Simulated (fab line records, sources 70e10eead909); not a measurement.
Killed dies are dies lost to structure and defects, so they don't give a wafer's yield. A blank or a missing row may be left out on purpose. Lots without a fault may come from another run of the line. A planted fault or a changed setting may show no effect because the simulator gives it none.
Which tool did it? | flow nand_harc | 11 lots, 33 wafers sampled, at 6 steps of a route of 1302

WHAT THE GAUGES READ, wafer by wafer
NHARC_A_CONTACT_INSPECT_71. Usual: raw_defect_count 83, standard deviation 43.
lot  | measured     | on                | raw_defect_count | flag
L697 | day 21 20:49 | defect_inspect-02 | 150 137 152      |
L701 | day 23 08:13 | defect_inspect-02 | 16 13 17         |
L702 | day 23 20:28 | defect_inspect-01 | 75 66 70         |
L706 | day 25 18:53 | defect_inspect-02 | 136 123 134      |
L707 | day 25 19:44 | defect_inspect-02 | 47 47 39         |
L708 | day 26 17:00 | defect_inspect-01 | 17 21 25         |
L714 | day 28 14:48 | defect_inspect-01 | 1449 1420 113    | OFF
L716 | day 29 13:20 | defect_inspect-01 | 109 1468 116     | OFF
L718 | day 30 20:29 | defect_inspect-01 | 84 77 77         |
L719 | day 30 23:49 | defect_inspect-02 | 28 23 17         |
L717 | day 31 04:22 | defect_inspect-01 | 75 77 71         |

NHARC_END_SORT_01. Usual: killed_at_array 55, standard deviation 22; killed_at_other 1.1, standard deviation 1.4; killed_at_periphery 4, standard deviation 3.2; killed_dies 59, standard deviation 22; killed_open 3.3, standard deviation 1.8; killed_short 2.5, standard deviation 1.5.
lot  | measured     | on        | killed_at_array | killed_at_other | killed_at_periphery | killed_dies | killed_open | killed_short | flag
L714 | day 31 05:25 | prober-01 | 139 158 71      | 2 0 5           | 2 2 2               | 143 160 78  | 3 1 3       | 2 2 3        | OFF
L716 | day 32 00:50 | prober-02 | 81 134 57       | 0 0 1           | 2 3 2               | 83 137 60   | 4 3 3       | 0 1 5        |

WHICH TOOL RAN EACH LOT (tool, then ch and the chambers of the sampled wafers, then the start)
lot  | NHARC_A_CONTACT_ETCH_102           | NHARC_A_CONTACT_STRIP_55                      | NHARC_A_CONTACT_DEP_58          | NHARC_A_CONTACT_ETCH_126
L697 | rie_diel-12 ch 0,2,3, day 21 13:53 | rie_diel-12 ch 0,1,3, day 21 20:09 or earlier | pecvd-04 ch 0,2, day 21 20:09   | har_cap_etch-02 ch 0,1, day 21 22:49
L701 | rie_diel-12 ch 1,3, day 23 00:43   | rie_diel-12 ch 0,1,2, day 23 07:22 or earlier | pecvd-01 ch 0,1, day 23 07:22   | har_cap_etch-02 ch 0,1, day 23 10:11
L702 | rie_diel-13 ch 0,1, day 23 13:58   | rie_diel-13 ch 0,2, day 23 19:37 or earlier   | pecvd-01 ch 0,1,2, day 23 19:37 | har_cap_etch-02 ch 0,1, day 23 22:29
L706 | rie_diel-12 ch 0,2,3, day 25 12:38 | rie_diel-12 ch 0,1, day 25 18:10 or earlier   | pecvd-03 ch 0,1,2, day 25 18:10 | har_cap_etch-01 ch 0,1, day 25 20:52
L707 | rie_diel-12 ch 1,3, day 25 12:53   | rie_diel-12 ch 1,2, day 25 18:53 or earlier   | pecvd-03 ch 1,2, day 25 18:53   | har_cap_etch-03 ch 0,1, day 25 21:43
L708 | rie_diel-13 ch 0,1,3, day 26 12:19 | rie_diel-13 ch 0,1,2, day 26 16:17 or earlier | pecvd-04 ch 1,2, day 26 16:17   | har_cap_etch-03 ch 0,1, day 26 19:01
L714 | rie_diel-12 ch 0,1,3, day 28 09:43 | rie_diel-12 ch 1,3, day 28 14:06 or earlier   | pecvd-03 ch 1,2, day 28 14:06   | har_cap_etch-01 ch 0,1, day 28 16:54
L716 | rie_diel-13 ch 1,2, day 29 08:35   | rie_diel-13 ch 0,1, day 29 12:29 or earlier   | pecvd-03 ch 0,1,2, day 29 12:29 | har_cap_etch-03 ch 0,1, day 29 15:23
L718 | rie_diel-06 ch 2,3, day 30 14:32   | rie_diel-06 ch 1,2,3, day 30 19:41 or earlier | pecvd-01 ch 0,1,2, day 30 19:41 | har_cap_etch-03 ch 0,1, day 30 22:30
L719 | rie_diel-13 ch 0,2,3, day 30 16:16 | rie_diel-13 ch 0,2, day 30 22:53 or earlier   | pecvd-04 ch 0,1, day 30 22:53   | har_cap_etch-01 ch 0,1, day 31 01:48
L717 | rie_diel-13 ch 0,1,2, day 30 19:30 | rie_diel-13 ch 1,2,3, day 31 03:34 or earlier | pecvd-04 ch 0,2, day 31 03:34   | har_cap_etch-03 ch 0,1, day 31 06:41
- NHARC_A_CONTACT_ETCH_102: etches the open film in CF4/O2, target depth 100 nm, overetch 10 nm, time 55 s.
- NHARC_A_CONTACT_STRIP_55: strips in O2.
- NHARC_A_CONTACT_DEP_58: deposits SiON, target thk 90 nm.
- NHARC_A_CONTACT_ETCH_126: etches the open film in C4F8/O2/Ar, time 197 s, target depth 1918 nm.

WHAT THE TOOLS THEMSELVES READ (means of the sampled wafers that have a number; where no wafer has one, the mark that the record gives instead)
NHARC_A_CONTACT_ETCH_102. Usual: drypump_motor_current_A 5.5 A, standard deviation 0.49; o2_flow_sccm 20.00 sccm, standard deviation 0.061; oes_product_au 1.002 a.u., standard deviation 0.012; rf_fwd_power_W 296.0 W, standard deviation 1.3; rf_vpp_V 197.5 V, standard deviation 1.5; showerhead_plenum_p_Torr 1.32 Torr, standard deviation 0.062; throttle_valve_pct 13.396 %, standard deviation 0.0084.
lot  | tool        | drypump_motor_current_A (A) | o2_flow_sccm (sccm) | oes_product_au (a.u.) | rf_fwd_power_W (W) | rf_vpp_V (V) | showerhead_plenum_p_Torr (Torr) | throttle_valve_pct (%) | flag
L697 | rie_diel-12 | 5.8                         | 19.94               | 0.999                 | 297.6              | 198.0        | 1.35                            | 13.393                 |
L701 | rie_diel-12 | 6.4                         | 19.99               | 1.017                 | 297.4              | 196.7        | 1.31                            | 13.397                 |
L702 | rie_diel-13 | 5.3                         | 20.03               | 0.996                 | 294.9              | 198.1        | 1.35                            | 13.391                 |
L706 | rie_diel-12 | 5.8                         | 19.98               | 1.003                 | 296.9              | 197.9        | 1.35                            | 13.394                 |
L707 | rie_diel-12 | 6.3                         | 20.02               | 1.015                 | 297.6              | 197.6        | 1.31                            | 13.398                 |
L708 | rie_diel-13 | 5.5                         | 19.99               | 1.000                 | 294.8              | 198.4        | 1.33                            | 13.399                 |
L714 | rie_diel-12 | 6.2                         | 20.12               | 1.017                 | 297.0              | 198.0        | 1.34                            | 13.398                 |
L716 | rie_diel-13 | 5.4                         | 19.97               | 0.992                 | 295.5              | 197.9        | 1.33                            | 13.400                 |
L718 | rie_diel-06 | 5.1                         | 20.06               | 0.998                 | 295.9              | 197.7        | 1.34                            | 13.395                 |
L719 | rie_diel-13 | 5.2                         | 20.01               | 0.998                 | 295.8              | 196.8        | 1.29                            | 13.397                 |
L717 | rie_diel-13 | 5.3                         | 19.99               | 1.007                 | 294.7              | 197.5        | 1.32                            | 13.394                 |

NHARC_A_CONTACT_STRIP_55. Usual: drypump_motor_current_A 5.6 A, standard deviation 0.49; o2_flow_sccm 499.8 sccm, standard deviation 1.5; oes_product_au 1.001 a.u., standard deviation 0.0099; rf_vpp_V 57.7 V, standard deviation 0.88; showerhead_plenum_p_Torr 3.49 Torr, standard deviation 0.15; throttle_valve_pct 17.036 %, standard deviation 0.0089.
lot  | tool        | drypump_motor_current_A (A) | o2_flow_sccm (sccm) | oes_product_au (a.u.) | rf_vpp_V (V) | showerhead_plenum_p_Torr (Torr) | throttle_valve_pct (%) | flag
L697 | rie_diel-12 | 6.2                         | 500.8               | 1.013                 | 58.0         | 3.57                            | 17.043                 |
L701 | rie_diel-12 | 6.1                         | 499.1               | 1.003                 | 57.3         | 3.41                            | 17.039                 |
L702 | rie_diel-13 | 5.0                         | 499.1               | 1.000                 | 57.6         | 3.39                            | 17.038                 |
L706 | rie_diel-12 | 6.5                         | 499.7               | 1.009                 | 56.8         | 3.39                            | 17.041                 |
L707 | rie_diel-12 | 5.8                         | 500.0               | 1.002                 | 57.0         | 3.32                            | 17.039                 |
L708 | rie_diel-13 | 5.3                         | 497.6               | 0.999                 | 57.9         | 3.49                            | 17.027                 |
L714 | rie_diel-12 | 6.1                         | 498.7               | 1.019                 | 59.0         | 3.61                            | 17.037                 |
L716 | rie_diel-13 | 5.5                         | 500.7               | 0.996                 | 57.6         | 3.58                            | 17.034                 |
L718 | rie_diel-06 | 5.2                         | 500.6               | 0.988                 | 57.3         | 3.64                            | 17.039                 |
L719 | rie_diel-13 | 5.0                         | 500.0               | 0.992                 | 57.5         | 3.37                            | 17.032                 |
L717 | rie_diel-13 | 5.4                         | 500.3               | 0.992                 | 57.9         | 3.44                            | 17.033                 |

NHARC_A_CONTACT_DEP_58. Usual: heater_power_w 740 W, standard deviation 110; rf_fwd_power_W 348.4 W, standard deviation 1.1.
lot  | tool     | heater_power_w (W) | rf_fwd_power_W (W) | flag
L697 | pecvd-04 | 773                | 347.3              |
L701 | pecvd-01 | 724                | 348.9              |
L702 | pecvd-01 | 811                | 348.5              |
L706 | pecvd-03 | 772                | 348.2              |
L707 | pecvd-03 | 731                | 347.9              |
L708 | pecvd-04 | 642                | 349.2              |
L714 | pecvd-03 | 803                | 348.9              |
L716 | pecvd-03 | 765                | 349.7              |
L718 | pecvd-01 | 742                | 347.5              |
L719 | pecvd-04 | 700                | 347.4              |
L717 | pecvd-04 | 776                | 347.3              |

THE ANSWER, worked out from the rows above alone
Rule: a lot is off if the mean of its wafers that have a number lies more than 3 standard deviations from the usual mean. A lot without any number at a reading at which 4 lots or more have one is off too. The other lots that the step has rows for count as sound. The gauges are gone through in route order, then the tools' own readings, and for those a lot's mean is taken as printed above. The first step at which some lot is off is used, and at that step the reading that is off furthest; a lot without a number counts as furthest.
Off: L714, L716, at NHARC_A_CONTACT_INSPECT_71 (raw_defect_count).
A tool fits if, at a process step before that reading, it ran every lot that is off, and no sound lot after the first of them. The gauges at NHARC_A_CONTACT_INSPECT_71 are tried like those tools. NHARC_A_CONTACT_STRIP_55 gives no start for some lots, so the hours and the order of its lots are those of NHARC_A_CONTACT_DEP_58. One fits: pecvd-03 at NHARC_A_CONTACT_DEP_58. Its last sound lot is L707 (day 25 18:53), its first lot that is off L714 (day 28 14:06): a fault that began between those two fits.

WHAT THE SIMULATOR HAD PUT IN
Chamber particle source: pecvd-03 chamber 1, from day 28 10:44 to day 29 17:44, at NHARC_A_CONTACT_DEP_58. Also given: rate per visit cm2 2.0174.
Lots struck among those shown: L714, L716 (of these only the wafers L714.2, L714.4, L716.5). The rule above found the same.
